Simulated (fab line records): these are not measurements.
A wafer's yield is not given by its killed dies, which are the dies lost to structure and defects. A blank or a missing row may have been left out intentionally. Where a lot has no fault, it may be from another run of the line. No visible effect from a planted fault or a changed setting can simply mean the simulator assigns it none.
Which of the tools did it?    flow nandHarc    Sampling: 12 lots, 36 wafers, 5 of 1159 route steps

## WHAT EACH GAUGE READ, for each wafer
NHARC_END_SORT_01. Usual: defectLimitedYield 95.1 %, standard deviation 1.6; killedAtArray 29, standard deviation 11; killedAtOther 0.6, standard deviation 1; killedAtPeriphery 3.1, standard deviation 2.1; killedDies 33, standard deviation 11; killedOpen 3.1, standard deviation 1.9; killedShort 1.9, standard deviation 1.5; sort_bin_2_pct 1.5 %, standard deviation 0.66; sort_bin_3_pct 0.29 %, standard deviation 0.23; sort_bin_4_pct 3.1 %, standard deviation 0.98; sortNPass 644, standard deviation 11; sortRimYieldPct 96.9 %, standard deviation 2.3; sortYieldPct 95.1 %, standard deviation 1.6.
lot   measured      on         defectLimitedYield (%)  killedAtArray  killedAtOther  killedAtPeriphery  killedDies   killedOpen  killedShort  sort_bin_2_pct (%)  sort_bin_3_pct (%)  sort_bin_4_pct (%)  sortNPass    sortRimYieldPct (%)  sortYieldPct (%)  flag
L612  day 20 17:01  prober-02  96.2 96.8 95.4          22 19 25       0 0 0          4 3 6              26 22 31     3 3 3       1 1 2        1.0 1.0 2.1         0.44 0 0            2.4 2.2 2.5         651 655 646  97.2 100.0 95.3      96.2 96.8 95.4    
L619  day 23 02:41  prober-01  31.6 36.3 31.0          462 430 466    0 0 0          1 1 1              463 431 467  3 0 0       0 1 0        25.7 24.4 26.3      4.73 4.73 5.91      38.0 34.6 36.8      214 246 210  33.0 41.5 36.8       31.6 36.3 31.0    OFF
L624  day 23 03:21  prober-02  33.2 30.7 33.2          449 465 452    0 1 0          3 3 0              452 469 452  0 2 2       1 0 0        27.0 28.5 24.8      3.99 4.73 7.24      35.7 36.0 34.7      225 208 225  32.1 30.2 30.2       33.2 30.7 33.2    OFF
L621  day 23 10:24  prober-01  92.8 94.2 93.4          48 36 45       1 0 0          0 3 0              49 39 45     2 1 3       0 1 1        2.4 1.5 2.5         0.44 0.59 0.44      4.4 3.7 3.7         628 638 632  97.2 97.2 95.3       92.8 94.2 93.4    
L630  day 25 05:35  prober-01  96.9 96.3 96.0          14 19 20       0 0 1          7 6 6              21 25 27     3 2 5       1 0 2        0.7 0.6 0.7         0.15 0.15 0.44      2.2 3.0 2.8         656 652 650  96.2 98.1 97.2       96.9 96.3 96.0    

## WHAT TOOL EACH LOT RAN ON (gives the tool, then ch and the chambers of the sampled wafers, and finally the start)
lot   NHARC_A_BONDPAD_CMP_29         NHARC_THIN_TSV_STRIP_45              NHARC_THIN_TSV_ANNEAL_52         NHARC_THIN_TSV_PRE_CLEAN_54
L610  cmp-02 ch 1,2,3, day 18 02:37  plasmaAsher-01 ch 0,1, day 19 02:10  rtpAnneal-01 ch 0, day 19 05:08  pvdSputter-03, day 19 06:02
L611  cmp-01 ch 0,2,3, day 18 04:27  plasmaAsher-01 ch 0,1, day 19 01:22  rtpAnneal-02 ch 0, day 19 04:19  pvdSputter-01, day 19 05:08
L612  cmp-01 ch 1,3, day 19 02:11    plasmaAsher-02 ch 0,1, day 19 20:22  rtpAnneal-01 ch 0, day 19 23:22  pvdSputter-01, day 20 00:08
L608  cmp-03 ch 0,1,3, day 19 05:11  plasmaAsher-02 ch 0, day 19 22:55    rtpAnneal-01 ch 0, day 20 07:22  pvdSputter-01, day 20 08:16
L614  cmp-03 ch 1,2,3, day 20 01:44  plasmaAsher-01 ch 0,1, day 21 00:03  rtpAnneal-01 ch 0, day 21 03:56  pvdSputter-01, day 21 04:49
L616  cmp-02 ch 0,1,3, day 20 02:38  plasmaAsher-01 ch 0,1, day 20 22:25  rtpAnneal-01 ch 0, day 21 03:20  pvdSputter-03, day 21 04:10
L615  cmp-03 ch 0,1,3, day 20 08:37  plasmaAsher-01 ch 0, day 21 04:04    rtpAnneal-01 ch 0, day 21 07:04  pvdSputter-03, day 21 07:57
L617  cmp-01 ch 0,1,2, day 21 02:05  plasmaAsher-01 ch 0,1, day 21 19:34  rtpAnneal-01 ch 0, day 21 22:52  pvdSputter-01, day 21 23:45
L619  cmp-01 ch 0,1,2, day 21 15:55  plasmaAsher-01 ch 0,1, day 22 12:19  rtpAnneal-01 ch 0, day 22 15:35  pvdSputter-03, day 22 16:28
L624  cmp-01 ch 0,3, day 21 16:53    plasmaAsher-02 ch 0, day 22 13:44    rtpAnneal-02 ch 0, day 22 16:40  pvdSputter-03, day 22 17:33
L621  cmp-02 ch 0,1,2, day 22 00:07  plasmaAsher-01 ch 0,1, day 22 18:07  rtpAnneal-01 ch 0, day 22 21:04  pvdSputter-03, day 22 21:56
L630  cmp-02 ch 0,2, day 23 14:46    plasmaAsher-01 ch 0,1, day 24 09:23  rtpAnneal-01 ch 0, day 24 12:54  pvdSputter-01, day 24 13:46
- NHARC_A_BONDPAD_CMP_29: polishes SiCN, target thk 200 nm.
- NHARC_THIN_TSV_STRIP_45: strips in O2.
- NHARC_THIN_TSV_ANNEAL_52: time 90 s.
- NHARC_THIN_TSV_PRE_CLEAN_54: time 30 s.

## WHAT THE TOOLS THEMSELVES READ (means of the sampled wafers that have a number; where no wafer has one, the mark that the record gives instead)
NHARC_A_BONDPAD_CMP_29. Usual: motorCurrentA 12.0 A, standard deviation 0.85; retainingRingPressureFrac 1.000, standard deviation 0.0053; slurryFilterDpKPa 13.51 kPa, standard deviation 0.14.
lot   tool    motorCurrentA (A)  retainingRingPressureFrac  slurryFilterDpKPa (kPa)  flag
L610  cmp-02  11.7               0.998                      13.43                    
L611  cmp-01  12.6               1.000                      13.51                    
L612  cmp-01  12.3               0.999                      13.62                    
L608  cmp-03  12.0               1.006                      13.58                    
L614  cmp-03  12.7               0.996                      13.57                    
L616  cmp-02  12.2               1.003                      13.52                    
L615  cmp-03  12.2               1.001                      13.39                    
L617  cmp-01  11.8               1.000                      13.40                    
L619  cmp-01  11.8               0.998                      13.60                    
L624  cmp-01  12.7               1.001                      13.46                    
L621  cmp-02  11.9               1.001                      13.55                    
L630  cmp-02  11.8               0.998                      13.46                    

NHARC_THIN_TSV_STRIP_45. Usual: drypumpMotorCurrentA 5.7 A, standard deviation 0.56; heaterPowerW 353 W, standard deviation 23; tempC 250.02 C, standard deviation 0.19.
lot   tool            drypumpMotorCurrentA (A)  heaterPowerW (W)  tempC (C)  flag
L610  plasmaAsher-01  5.5                       341               249.94     
L611  plasmaAsher-01  5.9                       346               250.09     
L612  plasmaAsher-02  6.0                       369               249.86     
L608  plasmaAsher-02  6.4                       369               249.90     
L614  plasmaAsher-01  5.5                       338               249.89     
L616  plasmaAsher-01  5.5                       337               250.12     
L615  plasmaAsher-01  5.2                       322               249.97     
L617  plasmaAsher-01  5.9                       353               250.11     
L619  plasmaAsher-01  5.8                       353               250.24     
L624  plasmaAsher-02  6.4                       368               250.21     
L621  plasmaAsher-01  5.8                       352               249.86     
L630  plasmaAsher-01  5.5                       337               249.98     

NHARC_THIN_TSV_ANNEAL_52. Usual: wafer_temp_C_max reads 226.06 (standard deviation 0.29).
lot   tool          wafer_temp_C_max  flag
L610  rtpAnneal-01  226.20            
L611  rtpAnneal-02  225.67            
L612  rtpAnneal-01  225.88            
L608  rtpAnneal-01  226.17            
L614  rtpAnneal-01  225.83            
L616  rtpAnneal-01  226.55            
L615  rtpAnneal-01  226.29            
L617  rtpAnneal-01  226.19            
L619  rtpAnneal-01  226.18            
L624  rtpAnneal-02  225.81            
L621  rtpAnneal-01  226.12            
L630  rtpAnneal-01  225.93            

NHARC_THIN_TSV_PRE_CLEAN_54. Usual: heaterPowerW reads 373 W (standard deviation 30).
lot   tool           heaterPowerW (W)  flag
L610  pvdSputter-03  381               
L611  pvdSputter-01  354               
L612  pvdSputter-01  354               
L608  pvdSputter-01  369               
L614  pvdSputter-01  367               
L616  pvdSputter-03  351               
L615  pvdSputter-03  333               
L617  pvdSputter-01  369               
L619  pvdSputter-03  374               
L624  pvdSputter-03  351               
L621  pvdSputter-03  381               
L630  pvdSputter-01  371               

## THE ANSWER, worked out from the rows above alone
Rule: a lot counts as off when the mean over its wafers that have a number is more than 3 standard deviations away from the usual mean. Also off: a lot with no number at a reading for which 4 or more lots have one. Where the step has rows for the other lots, those lots are counted as sound. Order of review: gauges by route order, followed by the tools' own readings, for which a lot's mean as printed above is used. The first step at which some lot is off is used, and at that step the reading that is off furthest; a lot without a number counts as furthest.
Off: L619, L624 (NHARC_END_SORT_01, defectLimitedYield). Neither off nor sound, because the step has no rows for them: L610, L611, L608, L614, L616, L615, L617.
A tool fits if, at a process step before that reading, it ran every lot that is off, and no sound lot after the first of them. The gauges at NHARC_END_SORT_01 are tried like those tools. One candidate fits, namely cmp-01 at NHARC_A_BONDPAD_CMP_29. A fault onset in the window from L612 (day 19 02:11, its last sound lot) to L619 (day 21 15:55, its first lot off) fits.

## WHAT THE SIMULATOR PUT IN
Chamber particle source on cmp-01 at NHARC_A_BONDPAD_CMP_29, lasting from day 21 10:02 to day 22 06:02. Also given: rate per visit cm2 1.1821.
Lots struck among those shown: L619, L624. The rule above reached the same finding.
